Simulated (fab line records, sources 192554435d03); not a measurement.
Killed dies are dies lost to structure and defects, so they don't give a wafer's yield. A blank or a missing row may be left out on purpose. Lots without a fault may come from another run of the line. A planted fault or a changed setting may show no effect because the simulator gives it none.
fab line records | flow n5_finfet
record lots=8 wafers=24 last_day=17
route steps=1938 shown BEOL_M4@1111 BEOL_M9@1436 PASSIVATION@1936
lots that met no fault: from a run of the same line without faults
start_h: hours from the record's first day to the start of the lot's first wafer shown | wait_h: hours since the lot's step before | " the same as in the row above | L1.1+2: a row that stands for several wafers | - no value, or no start given | * or withheld: withheld | < > ~ a bound
route shown NAME@n: a module of which the file shows steps, and the number in the route of the first | usual: mean/standard deviation of fault-free wafers | same: alike in all rows | chamber/n: place in a boat | sites: the reading at each site | _std_site: their standard deviation | _edge_site: outer sites' mean less inner sites' | radius_mm: how far each site lies from the wafer's centre | mask NAME#n: copy n | behind: the tool/chamber that last shaped the wafer | hold: why the lot was held/for how many hours/how that ended | device: the transistor (n, p or np) that didn't switch | end of line: the same wafers' tests at the end of the route | a step without rows: its recipe alone | killed: dies lost to structure and defects at the first sort, not the wafer's yield | map: a wafer's dies, x killed, . not, _ none there
set.NAME: the setting as run; set.NAME@STEP: as run at that earlier step | model.NAME: the simulator's own value behind a step, which no gauge read
steps of the route over a sample of lots; a table a step, a row a wafer
services: from which hour (start_h, from the record's first day; less than 0 if before it) a tool's chamber was out of use, for how many hours, and why
## steps
# step N5_BEOL_M4_RC_MEAS_101
# usual DIBL_N=37.2/1.8 DIBL_P=37.5/2.5 IOFF_N=0.17/0.038 IOFF_P=0.24/0.046 ION_N=681/13 ION_P=469/8.5 SS_N=71.7/0.6 SS_P=73.6/0.69 VT_N=249/3.4 VT_P=-248/3.6
# columns lot.wafer tool chamber start_h wait_h DIBL_N[mV/V] DIBL_P[mV/V] IOFF_N[nA/um] IOFF_P[nA/um] ION_N[uA/um] ION_P[uA/um] SS_N[mV/dec] SS_P[mV/dec] VT_N[mV] VT_P[mV]
L704.3 prober-01 0 187.03 0.3 36.3 38.2 0.15 0.24 671 469 72.0 74.3 252 -246
L704.4 " 0 " " 38.8 41.6 0.20 0.31 689 476 72.7 73.8 247 -241
L704.6 " 0 " " 39.1 42.1 0.21 0.31 699 483 73.4 75.4 247 -244
L712.3 prober-02 0 234.94 0.3 38.3 38.1 0.19 0.25 679 466 72.0 74.4 249 -248
L712.4 " 0 " " 38.7 39.1 0.21 0.25 701 474 71.2 74.9 244 -248
L712.5 " 0 " " 36.6 35.9 0.15 0.21 673 462 71.4 73.6 250 -250
L715.2 prober-02 0 257.47 0.2 38.1 40.0 0.18 0.27 676 478 72.0 74.1 250 -246
L715.3 " 0 " " 38.5 39.9 0.20 0.26 701 482 71.7 73.7 247 -248
L715.4 " 0 " " 37.0 38.8 0.17 0.24 681 472 71.8 74.0 249 -247
L717.4 prober-02 0 262.43 0.5 37.3 37.5 0.16 0.25 684 475 71.5 72.4 250 -246
L717.5 " 0 " " 37.1 37.0 0.16 0.24 678 473 71.6 73.1 251 -248
L717.6 " 0 " " 37.8 38.7 0.17 0.27 687 477 72.3 73.7 249 -244
L721.1 prober-01 0 287.41 0.0 38.9 39.5 0.22 0.26 695 470 71.4 74.0 245 -247
L721.2 " 0 " " 35.8 36.2 0.16 0.19 689 469 71.1 73.5 249 -251
L721.3 " 0 " " 42.4 43.9 0.31 0.34 697 474 73.4 75.2 241 -245
L722.2 prober-01 0 291.34 0.2 36.4 38.0 0.17 0.22 691 475 71.8 73.3 250 -250
L722.4 " 0 " " 36.6 38.8 0.17 0.24 678 468 71.1 73.9 249 -247
L722.5 " 0 " " 33.9 35.6 0.13 0.19 674 468 70.4 72.5 254 -249
L723.1 prober-02 0 291.49 0.0 35.3 35.2 0.15 0.19 680 467 71.8 73.1 246 -249
L723.2 " 0 " " 37.5 38.9 0.19 0.25 699 480 72.2 73.8 246 -248
L723.3 " 0 " " 37.3 38.8 0.19 0.25 686 471 71.8 73.8 246 -247
L724.2 prober-01 0 295.41 0.2 36.3 36.7 0.16 0.23 683 468 71.2 73.2 248 -248
L724.3 " 0 " " 38.2 38.6 0.20 0.26 699 476 72.2 73.8 248 -248
L724.4 " 0 " " 33.9 33.7 0.13 0.19 671 461 71.0 73.2 252 -251
# step N5_BEOL_M9_INSPECT_30
# recipe mode=adi inspect_instrument=brightfield
# usual raw_defect_count=435/95
# columns lot.wafer tool chamber start_h wait_h raw_defect_count
L704.3 defect_inspect-01 - 225.73 0.0 636
L704.4 " - " " 446
L704.6 " - " " 443
L712.3 defect_inspect-01 - 280.83 0.0 393
L712.4 " - " " 524
L712.5 " - " " 403
L715.2 defect_inspect-01 - 301.69 0.0 463
L715.3 " - " " 354
L715.4 " - " " 428
L717.4 defect_inspect-01 - 304.62 0.0 388
L717.5 " - " " 511
L717.6 " - " " 394
L721.1 defect_inspect-02 - 328.57 0.1 472
L721.2 " - " " 362
L721.3 " - " " 514
L723.1 defect_inspect-01 - 335.89 0.1 449
L723.2 " - " " 389
L723.3 " - " " 302
L722.2 defect_inspect-02 - 342.20 0.0 294
L722.4 " - " " 323
L722.5 " - " " 395
L724.2 defect_inspect-01 - 342.37 0.0 446
L724.3 " - " " 449
L724.4 " - " " 338
# step N5_BEOL_M9_DESCUM_33
# recipe chemistry=O2 time_s=7 source_power_w=50 bias_power_w=20 pressure_mtorr=20 rf_frequency_hz=2.712e+07 temp_c=40 resist=CAR-EUV o2_flow_sccm=225
# usual drypump_motor_current_A=5.8/0.38 oes_product_au=0.80/0.095 rf_vpp_V=243.4/1.2 showerhead_plenum_p_Torr=2.10/0.06 throttle_valve_pct=20.53/0.27
# columns lot.wafer tool chamber start_h wait_h drypump_motor_current_A oes_product_au rf_hours_counter_h rf_vpp_V showerhead_plenum_p_Torr throttle_valve_pct
L704.3 rie_diel-02 2 225.76 0.0 6.0 0.74 154 242.6 2.09 20.80
L704.4 " 3 " " 5.7 0.67 - 241.6 2.06 20.88
L704.6 " 2 " " 6.0 0.73 - 242.3 2.09 20.80
L712.3 rie_diel-02 1 280.86 0.0 6.3 0.99 3 245.1 2.24 20.31
L712.4 " 3 " " 5.7 0.65 - 241.8 2.05 20.91
L712.5 " 1 " " 6.3 0.97 - 246.6 2.24 20.32
L715.2 rie_diel-02 0 301.72 0.0 6.1 0.97 2 243.7 2.13 20.32
L715.3 " 2 " " 6.0 0.71 185 242.0 2.08 20.84
L715.4 " 2 " " 6.0 0.72 - 243.5 2.08 20.85
L717.4 rie_diel-02 0 304.67 0.0 6.1 0.94 - 244.4 2.13 20.32
L717.5 " 1 " " 6.3 0.94 - 244.8 2.24 20.34
L717.6 " 2 " " 5.9 0.71 - 243.8 2.08 20.83
L721.1 rie_diel-05 3 329.23 0.7 5.8 0.71 217 244.0 2.14 20.73
L721.2 " 1 " " 5.8 0.81 85 240.9 2.01 20.12
L721.3 " 0 " " 5.0 0.75 172 242.9 2.07 20.80
L723.1 rie_diel-04 3 336.05 0.2 5.4 0.84 78 243.2 2.13 20.43
L723.2 " 1 " " 6.4 0.82 89 244.2 2.10 20.55
L723.3 " 2 " " 5.3 0.87 51 244.6 2.12 20.03
L722.2 rie_diel-02 2 342.24 0.0 6.0 0.70 199 243.7 2.07 20.87
L722.4 " 1 " " 6.3 0.92 25 245.8 2.23 20.35
L722.5 " 1 " " 6.3 0.93 - 245.3 2.23 20.35
L724.2 rie_diel-05 0 343.02 0.6 5.0 0.74 177 241.7 2.07 20.79
L724.3 " 2 " " 5.9 0.75 151 241.9 2.10 20.59
L724.4 " 1 " " 5.8 0.80 89 241.2 2.01 20.14
# step N5_BEOL_M9_ETCH_76
# recipe chemistry=N2/H2 target=underlayer target_depth_a=65 mask_material=CAR-EUV time_s=5.2 ion_energy_ev=200 pressure_mtorr=30 source_w=840 bias_w=150 n2_flow_sccm=200 h2_flow_sccm=200 ends=cleared
# usual bias_w=150.0/0.46 chamber_pressure_mTorr=30.00/0.043 drypump_motor_current_A=5.8/0.37 etch_rf_on_time_s=5.18/0.11 oes_product_au=0.68/0.077 rf_vpp_V=524.2/2.2 showerhead_plenum_p_Torr=2.56/0.072 throttle_valve_pct=18.0/0.33
# columns lot.wafer tool chamber start_h wait_h bias_w chamber_pressure_mTorr drypump_motor_current_A etch_rf_on_time_s oes_product_au rf_hours_counter_h rf_vpp_V showerhead_plenum_p_Torr throttle_valve_pct
L704.3 rie_diel-02 2 225.80 0.0 149.9 29.93 5.9 5.30 0.61 154 522.8 2.55 18.4
L704.4 " 3 " " 149.8 30.00 5.7 5.18 0.58 - 520.7 2.51 18.4
L704.6 " 2 " " 150.5 30.05 5.9 5.33 0.62 - 524.2 2.55 18.4
L712.3 rie_diel-02 1 280.90 0.0 150.7 30.08 6.3 5.35 0.83 3 527.4 2.73 17.8
L712.4 " 3 " " 150.4 30.09 5.7 5.20 0.56 - 523.6 2.50 18.5
L712.5 " 1 " " 149.7 29.98 6.3 5.35 0.81 - 529.5 2.73 17.8
L715.2 rie_diel-02 0 301.76 0.0 149.8 29.90 6.1 5.15 0.80 2 524.7 2.58 17.6
L715.3 " 2 " " 148.9 30.02 6.0 5.21 0.61 185 521.5 2.53 18.4
L715.4 " 2 " " 149.4 30.03 5.9 5.23 0.61 - 525.4 2.53 18.4
L717.4 rie_diel-02 0 304.69 0.0 150.2 29.98 6.1 5.19 0.80 - 524.6 2.58 17.6
L717.5 " 1 " " 150.3 29.99 6.3 5.35 0.79 - 528.2 2.73 17.8
L717.6 " 2 " " 149.8 29.98 6.0 5.26 0.60 - 523.1 2.53 18.4
L721.1 rie_diel-05 3 329.27 0.0 149.8 29.97 5.8 5.29 0.60 217 525.3 2.62 18.4
L721.2 " 1 " " 149.8 29.99 5.8 5.15 0.70 85 521.8 2.46 17.6
L721.3 " 0 " " 150.5 30.07 5.0 5.27 0.64 172 521.8 2.54 18.4
L723.1 rie_diel-04 3 336.08 0.0 150.7 30.01 5.4 5.10 0.72 78 524.2 2.57 17.7
L723.2 " 1 " " 150.8 29.99 6.5 5.06 0.71 89 523.1 2.55 17.9
L723.3 " 2 " " 149.8 29.95 5.3 5.06 0.73 51 522.9 2.59 17.6
L722.2 rie_diel-02 2 342.27 0.0 150.2 29.98 6.0 5.28 0.60 199 525.2 2.53 18.4
L722.4 " 1 " " 150.4 30.02 6.3 5.35 0.75 25 528.6 2.72 17.8
L722.5 " 1 " " 150.3 30.03 6.3 5.33 0.76 - 526.8 2.72 17.8
L724.2 rie_diel-05 0 343.05 0.0 149.5 30.08 5.0 5.29 0.64 177 524.7 2.54 18.4
L724.3 " 2 " " 150.0 29.99 5.9 5.07 0.64 151 523.9 2.53 18.0
L724.4 " 1 " " 150.0 29.94 5.8 5.26 0.68 89 519.9 2.45 17.6
# step N5_BEOL_M9_ETCH_65
# recipe chemistry=CF4 target=SiARC target_depth_a=156 mask_material=CAR-EUV time_s=26 ion_energy_ev=80 pressure_mtorr=40 source_w=545 bias_w=36 Ar_flow_sccm=100 cf4_flow_sccm=100 ends=cleared
# usual bias_w=36.01/0.1 cf4_flow_sccm=99.97/0.27 drypump_motor_current_A=5.8/0.38 etch_rf_on_time_s=25.9/0.55 oes_product_au=0.68/0.077 rf_vpp_V=184.3/1.1 showerhead_plenum_p_Torr=2.16/0.053 throttle_valve_pct=15.72/0.29
# columns lot.wafer tool chamber start_h wait_h bias_w cf4_flow_sccm drypump_motor_current_A etch_rf_on_time_s oes_product_au rf_hours_counter_h rf_vpp_V showerhead_plenum_p_Torr throttle_valve_pct
L704.3 rie_diel-02 2 225.81 0.0 35.83 100.44 6.0 26.8 0.62 154 182.2 2.15 16.01
L704.4 " 3 " " 36.23 99.77 5.7 26.1 0.58 - 183.9 2.10 15.99
L704.6 " 2 " " 35.91 100.18 5.9 26.7 0.63 - 183.7 2.15 16.02
L712.3 rie_diel-02 1 280.91 0.0 36.11 99.46 6.3 26.6 0.82 3 185.6 2.26 15.33
L712.4 " 3 " " 36.09 99.91 5.7 26.3 0.56 - 183.1 2.09 16.03
L712.5 " 1 " " 36.17 100.44 6.3 26.7 0.82 - 184.9 2.26 15.33
L715.2 rie_diel-02 0 301.77 0.0 - - - - - - - - -
L715.3 " 2 " " - - - - - - - - -
L715.4 " 2 " " - - - - - - - - -
L717.4 rie_diel-02 0 304.72 0.0 - - - - - - - - -
L717.5 " 1 " " - - - - - - - - -
L717.6 " 2 " " - - - - - - - - -
L721.1 rie_diel-05 3 329.29 0.0 35.95 99.70 5.9 26.7 0.60 217 186.1 2.21 16.09
L721.2 " 1 " " 35.95 99.84 5.8 26.0 0.69 85 182.9 2.09 15.51
L721.3 " 0 " " 36.04 99.85 5.0 26.1 0.65 172 183.1 2.13 16.02
L723.1 rie_diel-04 3 336.10 0.0 36.00 99.48 5.4 25.5 0.72 78 183.5 2.16 15.42
L723.2 " 1 " " 36.16 99.90 6.5 25.5 0.70 89 184.1 2.16 15.71
L723.3 " 2 " " 36.09 100.05 5.2 25.1 0.74 51 185.8 2.18 15.32
L722.2 rie_diel-02 2 342.29 0.0 35.95 99.56 6.0 26.2 0.60 199 183.8 2.14 16.11
L722.4 " 1 " " 35.94 99.88 6.3 26.3 0.77 25 187.0 2.25 15.39
L722.5 " 1 " " 36.01 100.32 6.3 26.3 0.77 - 186.4 2.25 15.38
L724.2 rie_diel-05 0 343.07 0.0 36.05 99.96 5.0 26.6 0.64 177 183.3 2.13 16.03
L724.3 " 2 " " 36.00 99.94 6.0 25.6 0.65 151 184.3 2.14 15.73
L724.4 " 1 " " 35.96 100.58 5.8 26.3 0.68 89 182.0 2.09 15.50
# step N5_BEOL_M9_ETCH_66
# recipe chemistry=N2/H2 target=SOC target_depth_a=800 overetch_a=160 mask_material=SiARC temp_c=40 time_s=120 ion_energy_ev=200 pressure_mtorr=30 source_w=840 bias_w=150 n2_flow_sccm=200 h2_flow_sccm=200
# usual bias_w=150.0/0.43 chamber_pressure_mTorr=29.999/0.027 drypump_motor_current_A=5.8/0.38 oes_product_au=0.61/0.067 rf_vpp_V=524.3/2.1 showerhead_plenum_p_Torr=2.56/0.072 throttle_valve_pct=18.0/0.33
# columns lot.wafer tool chamber start_h wait_h bias_w chamber_pressure_mTorr drypump_motor_current_A oes_product_au rf_hours_counter_h rf_vpp_V showerhead_plenum_p_Torr throttle_valve_pct
L704.3 rie_diel-02 2 225.84 0.0 150.0 29.989 6.0 0.56 154 524.0 2.55 18.3
L704.4 " 3 " " 150.4 30.024 5.7 0.52 - 522.0 2.51 18.4
L704.6 " 2 " " 150.2 30.007 6.0 0.56 - 523.4 2.55 18.3
L712.3 rie_diel-02 1 280.94 0.0 149.9 29.985 6.3 0.74 3 529.3 2.73 17.7
L712.4 " 3 " " 150.3 29.981 5.7 0.51 - 521.3 2.50 18.4
L712.5 " 1 " " 149.8 30.008 6.3 0.74 - 531.1 2.73 17.7
L715.2 rie_diel-02 0 301.80 0.0 149.4 29.995 6.1 0.36 2 524.8 2.58 17.5
L715.3 " 2 " " 149.9 29.976 6.0 0.28 185 523.9 2.53 18.3
L715.4 " 2 " " 149.7 29.996 6.0 0.27 - 524.0 2.54 18.4
L717.4 rie_diel-02 0 304.77 0.0 149.4 29.973 6.1 0.35 - 524.1 2.58 17.5
L717.5 " 1 " " 149.9 29.935 6.3 0.35 - 529.4 2.73 17.7
L717.6 " 2 " " 150.5 30.003 6.0 0.27 - 523.5 2.53 18.3
L721.1 rie_diel-05 3 329.31 0.0 150.6 29.984 5.8 0.55 217 526.3 2.62 18.4
L721.2 " 1 " " 150.7 29.992 5.9 0.62 85 522.5 2.46 17.5
L721.3 " 0 " " 150.2 30.043 5.0 0.59 172 523.9 2.54 18.3
L723.1 rie_diel-04 3 336.13 0.0 150.7 30.019 5.4 0.63 78 526.1 2.57 17.7
L723.2 " 1 " " 150.7 30.023 6.5 0.62 89 525.2 2.54 17.8
L723.3 " 2 " " 150.6 30.018 5.3 0.64 51 525.1 2.59 17.6
L722.2 rie_diel-02 2 342.32 0.0 150.6 30.035 5.9 0.55 199 522.5 2.53 18.4
L722.4 " 1 " " 150.1 29.994 6.4 0.69 25 525.9 2.72 17.8
L722.5 " 1 " " 149.6 29.998 6.3 0.69 - 527.7 2.72 17.8
L724.2 rie_diel-05 0 343.10 0.0 150.3 30.000 5.0 0.58 177 522.1 2.54 18.3
L724.3 " 2 " " 150.7 30.023 5.9 0.57 151 521.7 2.54 18.0
L724.4 " 1 " " 150.7 30.030 5.9 0.61 89 521.9 2.45 17.6
# step N5_PASSIVATION_PROBE_49
# usual defect_limited_yield=91.2/1.4 killed_at_M0_to_M3=32/10 killed_at_M4_up=14/6.2 killed_at_contacts=12/6.3 killed_at_front_end=42/13 killed_at_other=4/3.4 killed_dies=104/17 killed_on_rim=14/3.8 killed_open=67/12 killed_short=34/8.1 sort_bin_4_leakage=0.02/0.13 sort_bin_5_function=5.2/0.93 sort_bin_6_memory=3.2/0.65 sort_n_pass=1075/16 sort_yield_pct=91.1/1.4
# same gross_dies=1180 killed_at_back_side=0 sort_bin_8_speed[%]=0
# columns lot.wafer tool chamber start_h wait_h defect_limited_yield[%] killed_at_M0_to_M3 killed_at_M4_up killed_at_contacts killed_at_front_end killed_at_other killed_dies killed_on_rim killed_open killed_short sort_bin_4_leakage[%] sort_bin_5_function[%] sort_bin_6_memory[%] sort_n_pass sort_yield_pct[%]
L712.3 prober-01 - 337.82 0.1 91.1 29 22 25 25 4 105 11 80 21 0 5.9 2.9 1075 91.1
L712.4 prober-01 - 337.87 0.2 90.8 23 17 16 51 1 108 17 74 31 0 5.3 3.6 1072 90.8
L712.5 prober-01 - 337.92 0.2 91.4 27 23 14 33 5 102 14 71 28 0 4.9 3.5 1078 91.4
L715.2 prober-02 - 354.94 0.1 0 19 1062 26 72 1 1180 152 87 37 0 96.2 3.4 0 0
L715.3 prober-02 - 354.99 0.1 0 35 1043 5 93 4 1180 152 86 65 0 95.3 4.4 0 0
L715.4 prober-02 - 355.04 0.2 0 26 1091 16 46 1 1180 152 61 38 0 96.1 3.5 0 0
L717.4 prober-02 - 360.65 0.2 0 38 1079 16 47 0 1180 152 68 42 0 95.9 3.5 0 0
L717.5 prober-02 - 360.70 0.2 0 39 1058 20 58 5 1180 152 85 47 0 94.8 4.5 0 0
L717.6 prober-02 - 360.75 0.3 0 40 1084 4 47 5 1180 152 74 34 0 96.1 3.5 0 0
# killed by level:class
L712.3 MOL_CONTACT_COAG:geometric_particle:open=23 BEOL_M4:geometric_particle:open=9 DUMMY_GATE:geometric_particle:open=7 BEOL_M1:geometric_particle:open=7 BEOL_M0_SAQP:geometric_particle:short=5 BEOL_M3:geometric_particle:open=5 SDB:geometric_particle:open=4 BEOL_M0_SAQP:geometric_particle:open=4
L712.4 MOL_CONTACT_COAG:geometric_particle:open=15 STI_FIN_REVEAL:geometric_particle:open=13 GATE_CUT:geometric_particle:short=9 BEOL_M1:geometric_particle:open=6 BEOL_M0_SAQP:geometric_particle:open=6 FIN_SAQP:geometric_particle:short=5 FIN_SAQP:geometric_particle:open=4 BEOL_M5:geometric_particle:open=4
L712.5 MOL_CONTACT_COAG:geometric_particle:open=10 BEOL_M4:geometric_particle:open=9 GATE_CUT:geometric_particle:short=7 BEOL_M3:geometric_particle:open=7 DUMMY_GATE:geometric_particle:open=6 STI_FIN_REVEAL:geometric_particle:open=5 BEOL_M0_SAQP:geometric_particle:open=5 BEOL_M0_SAQP:geometric_particle:short=5
L715.2 BEOL_M9:area_etch=1056 STI_FIN_REVEAL:geometric_particle:open=24 MOL_CONTACT_COAG:geometric_particle:open=23 FIN_SAQP:geometric_particle:short=15 FIN_SAQP:geometric_particle:open=13 BEOL_M2:geometric_particle:open=6 ILD0:geometric_particle:open=5 GATE_CUT:geometric_particle:open=5
L715.3 BEOL_M9:area_etch=1027 FIN_SAQP:geometric_particle:short=30 FIN_SAQP:geometric_particle:open=23 STI_FIN_REVEAL:geometric_particle:open=21 BEOL_M2:geometric_particle:open=8 BEOL_M0_SAQP:geometric_particle:open=7 BEOL_M2:geometric_particle:short=5 GATE_CUT:geometric_particle:short=4
L715.4 BEOL_M9:area_etch=1080 FIN_SAQP:geometric_particle:short=12 STI_FIN_REVEAL:geometric_particle:open=11 FIN_SAQP:geometric_particle:open=10 MOL_CONTACT_COAG:geometric_particle:open=10 BEOL_M2:geometric_particle:open=7 MOL_CONTACT_COAG:geometric_particle:short=6 BEOL_M0_SAQP:geometric_particle:short=6
L717.4 BEOL_M9:area_etch=1069 FIN_SAQP:geometric_particle:short=13 MOL_CONTACT_COAG:geometric_particle:open=10 FIN_SAQP:geometric_particle:open=9 STI_FIN_REVEAL:geometric_particle:open=8 BEOL_M3:geometric_particle:open=7 BEOL_M1:geometric_particle:open=6 MOL_CONTACT_COAG:geometric_particle:short=6
L717.5 BEOL_M9:area_etch=1048 MOL_CONTACT_COAG:geometric_particle:open=17 DUMMY_GATE:geometric_particle:open=12 FIN_SAQP:geometric_particle:open=11 BEOL_M0_SAQP:geometric_particle:short=11 STI_FIN_REVEAL:geometric_particle:open=10 FIN_SAQP:geometric_particle:short=8 BEOL_M2:geometric_particle:open=7
L717.6 BEOL_M9:area_etch=1071 FIN_SAQP:geometric_particle:open=14 BEOL_M3:geometric_particle:open=13 FIN_SAQP:geometric_particle:short=11 BEOL_M0_SAQP:geometric_particle:short=7 BEOL_M0_SAQP:geometric_particle:open=7 GATE_CUT:geometric_particle:open=6 STI_FIN_REVEAL:geometric_particle:open=5
## services
# columns tool chamber start_h hours kind
rie_diel-05 2 233.75 3.4 repair
rie_diel-02 1 255.03 - clean
rie_diel-02 1 255.03 - consumable_replace:focus_ring
rie_diel-02 1 255.03 - consumable_replace:showerhead
rie_diel-02 1 255.03 15.8 scheduled_down
rie_diel-02 1 255.03 15.8 vent_cycle
rie_diel-02 - 256.05 0.7 repair
rie_diel-02 0 260.26 18.6 repair
rie_diel-02 0 278.93 - clean
rie_diel-02 0 278.93 - consumable_replace:focus_ring
rie_diel-02 0 278.93 18.1 scheduled_down
rie_diel-02 0 278.93 18.1 vent_cycle
rie_diel-02 3 297.04 - clean
rie_diel-02 3 297.04 - consumable_replace:focus_ring
rie_diel-02 3 297.04 21.5 scheduled_down
rie_diel-02 3 297.04 21.5 vent_cycle
rie_diel-04 1 309.85 1.3 repair
## key
first_sign step=N5_BEOL_M9_ETCH_65 reading=tool_record direction=missing
effect step=N5_BEOL_M9_ETCH_66 reading=oes_product_au direction=down sigmas=4.4 usual=0.61 struck=0.31
effect step=N5_PASSIVATION_PROBE_49 reading=killed_at_M4_up direction=up sigmas=99+ usual=14 struck=1070
more_kills_born_at N5_BEOL_M9_ETCH_65@rie_diel-02=6351
met_at N5_BEOL_M9_ETCH_65
struck_lots L715,L717
later_rows_left_out L715.2,L715.3,L715.4,L717.4,L717.5,L717.6
not_acting_at N5_BEOL_M9_INSPECT_30,N5_BEOL_M9_DESCUM_33,N5_BEOL_M9_ETCH_76
onset_between 280.91 301.77
fault kind=skipped_step_whole tool=rie_diel-02 chamber=- onset_h=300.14 steps=N5_BEOL_M9_ETCH_65 scope=struck_lots_only
# later_rows_left_out: the simulator's readings of these wafers behind a module that went badly wrong aren't trusted and aren't shown, but for the sort
